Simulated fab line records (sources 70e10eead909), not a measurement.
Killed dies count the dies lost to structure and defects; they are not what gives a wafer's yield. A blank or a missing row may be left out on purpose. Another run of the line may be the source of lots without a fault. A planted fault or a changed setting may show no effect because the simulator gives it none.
Comparing a struck lot with a sound one	flow nand-harc	17 steps out of a route of 1159
Sound: these wafers, L468.1, L468.2, L468.3. Wafers struck: L478.1, L478.2, L478.4. The cause comes at the end.
Per side, at each step with rows, come the tool, then ch with its chambers, and then its first start. Under that, the readings that differ: sound wafers	struck wafers	difference of the means	sigmas: that difference in standard deviations of wafers without a fault.
alike: words and numbers the same on both sides, and readings whose means are apart by under 2 such deviations; not compared: readings that were withheld, readings missing a value for some wafer, numbers with overlapping values and no deviation given by the record, and bounds like >300 which may hide the same value.
A row with sigmas, a row that says differs or no value, or rows on one side alone: a step with any of these is where the two part. Numbers that don't overlap but have no deviation are shown without sigmas and don't part them. A reading missing from all wafers of one side parts the sides only when that side holds two or more wafers.

NHARC_P_ZERO_WELL_CD_MEAS_11: target cd 500 nm.
  sound on cd-sem-03 ch 0, day 1 13:08; struck on cd-sem-03 ch 0, day 4 01:14
  alike: cd-nm
then, 1 step without rows for these wafers: NHARC_P_ZERO_WELL_HARDBAKE_12 (time 65 s).
NHARC_P_ZERO_WELL_DESCUM_13: chemistry O2, time 3 s.
  sound on rie-diel-13 ch 1,2,3, day 1 13:17; struck on rie-diel-08 ch 0,1,3, day 4 01:24
  alike: drypump-motor-current-A, oes-product-au, rf-vpp-V, showerhead-plenum-p-Torr, throttle-valve-pct
  not compared: rf-hours-counter-h
NHARC_P_ZERO_WELL_ETCH_65: etches the open film in N2/H2, target depth 80 nm, overetch 24 nm, time 87.88 s.
  sound on rie-diel-13 ch 1,2,3, day 1 13:22; struck on rie-diel-08 ch 0,2,3, day 4 01:29
  alike: drypump-motor-current-A, n2-flow-sccm, oes-product-au, rf-vpp-V, showerhead-plenum-p-Torr, throttle-valve-pct
  not compared: rf-hours-counter-h
NHARC_P_ZERO_WELL_ETCH_62: etches the open film in CHF3/Ar, target depth 13 nm, time 6.5 s.
  sound on rie-diel-13 ch 0,1,3; struck on rie-diel-08 ch 1,2,3
  alike: drypump-motor-current-A, oes-product-au, rf-vpp-V, showerhead-plenum-p-Torr, throttle-valve-pct
  not compared: rf-hours-counter-h
NHARC_P_ZERO_WELL_ETCH_63: etches the open film in HBr/Cl2, target depth 120 nm, time 40.1 s.
  sound on rie-si-04 ch 1,2,3, day 1 13:32; struck on rie-si-03 ch 0,1,3, day 4 01:40
  alike: drypump-motor-current-A, mfc-cl2-sccm, oes-product-au, throttle-valve-pct
  not compared: rf-hours-counter-h
then, 6 steps without rows for these wafers: NHARC_P_ZERO_WELL_STRIP_15 (strips in SPM, time 900 s); NHARC_P_ZERO_WELL_DEHYDRATE_16 (time 120 s); NHARC_P_ZERO_WELL_HMDS_17 (time 30 s); NHARC_P_ZERO_WELL_COAT_18; NHARC_P_ZERO_WELL_SOFTBAKE_19 (time 95 s); NHARC_P_ZERO_WELL_EBR_20.
NHARC_P_ZERO_WELL_EXPOSE_21: exposes mask P NWELL, target cd 720 nm.
  sound on krf-scanner-01 ch 0, day 1 14:11; struck on krf-scanner-02 ch 0, day 4 02:26
reading	sound	struck	difference	sigmas
mask	P_NWELL#0 P_NWELL#0 P_NWELL#0	P_HVPW#0 P_HVPW#0 P_HVPW#0	differs	
  alike: focus-offset-nm
then, 2 steps without rows for these wafers: NHARC_P_ZERO_WELL_PEB_22 (peb time 85 s); NHARC_P_ZERO_WELL_DEVELOP_23 (time 70 s).
NHARC_P_ZERO_WELL_CD_MEAS_24: target cd 720 nm.
  sound on cd-sem-02 ch 0, day 1 14:21; struck on cd-sem-01 ch 0, day 4 02:35
reading	sound	struck	difference	sigmas
cd-nm (nm)	720.6 718.9 720.1	- - -	no value on the struck wafers	
then, 1 step without rows for these wafers: NHARC_P_ZERO_WELL_HARDBAKE_25 (time 80 s).

WHERE THEY PART
Last at NHARC_P_ZERO_WELL_CD_MEAS_24 as far as this record goes, first at NHARC_P_ZERO_WELL_EXPOSE_21.

WHY: whatever the simulator had introduced
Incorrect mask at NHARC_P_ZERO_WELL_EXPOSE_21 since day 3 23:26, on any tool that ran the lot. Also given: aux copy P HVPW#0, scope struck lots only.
